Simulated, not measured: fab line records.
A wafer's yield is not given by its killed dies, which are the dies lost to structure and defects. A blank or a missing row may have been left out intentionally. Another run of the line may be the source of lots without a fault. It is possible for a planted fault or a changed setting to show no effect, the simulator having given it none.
Which tool was responsible? :: flow n5-finfet :: 6 lots with 18 wafers sampled at 3 steps, on a route of 1938 steps

== WHAT THE GAUGES SHOWED, per wafer ==
N5_ILD0_INSPECT_06: inspects for defects (darkfield).
lot: L322
measured: day 4 08:37
on: defect-inspect-02
raw-defect-count: 22 33 42

lot: L326
measured: day 5 05:33
on: defect-inspect-01
raw-defect-count: 25 26 16

lot: L328
measured: day 5 20:23
on: defect-inspect-01
raw-defect-count: 24 52 32

lot: L338
measured: day 8 03:17
on: defect-inspect-01
raw-defect-count: 43 50 81

lot: L340
measured: day 8 19:46
on: defect-inspect-02
raw-defect-count: 23 17 6

lot: L342
measured: day 9 06:55
on: defect-inspect-02
raw-defect-count: 34 31 22

== EACH LOT AND THE TOOL THAT RAN IT (in order: tool; ch and the chambers of the sampled wafers; start) ==
lot: L322
N5_SD_ACTIVATION_LSA_01: laser-anneal-02 ch 0, day 4 01:53
N5_ILD0_LINER_00: ald-sin-01 ch 0,2,3, day 4 02:23

lot: L326
N5_SD_ACTIVATION_LSA_01: laser-anneal-02, day 4 21:09
N5_ILD0_LINER_00: ald-sin-01 ch 0,2,3, day 4 23:05

lot: L328
N5_SD_ACTIVATION_LSA_01: laser-anneal-01 ch 0, day 5 12:53
N5_ILD0_LINER_00: ald-sin-01 ch 0,1,3, day 5 13:27

lot: L338
N5_SD_ACTIVATION_LSA_01: laser-anneal-02 ch 0, day 7 20:30
N5_ILD0_LINER_00: ald-sin-02 ch 0,2,3, day 7 21:04

lot: L340
N5_SD_ACTIVATION_LSA_01: laser-anneal-02 ch 0, day 8 12:50
N5_ILD0_LINER_00: ald-sin-03 ch 0,2,3, day 8 13:29

lot: L342
N5_SD_ACTIVATION_LSA_01: laser-anneal-02 ch 0, day 8 23:56
N5_ILD0_LINER_00: ald-sin-03 ch 0,1, day 9 00:41
- N5_SD_ACTIVATION_LSA_01: time 0.0008 s.
- N5_ILD0_LINER_00: material SiNx, target thk 4 nm, pulse time 1 s, purge time 2 s.

== THE ANSWER, worked out from the rows above alone ==
Rule: usual is defined by the lots themselves. Put in order of their means at a reading, lots are off if they are a third of the lots or fewer, leave a main group of 4 or more, and stand apart from it by a gap of 3 or more times the standard deviation of the main group's means; of several such gaps the widest counts. If all means in a main group match to the digits the tables above print for the reading, that group is not used. Also off: a lot with no number at a reading for which 4 or more lots have one. The other lots that the step has rows for count as sound.
No lot is off on any of the readings shown, so nothing can be concluded from this.

== WHAT THE SIMULATOR PUT IN ==
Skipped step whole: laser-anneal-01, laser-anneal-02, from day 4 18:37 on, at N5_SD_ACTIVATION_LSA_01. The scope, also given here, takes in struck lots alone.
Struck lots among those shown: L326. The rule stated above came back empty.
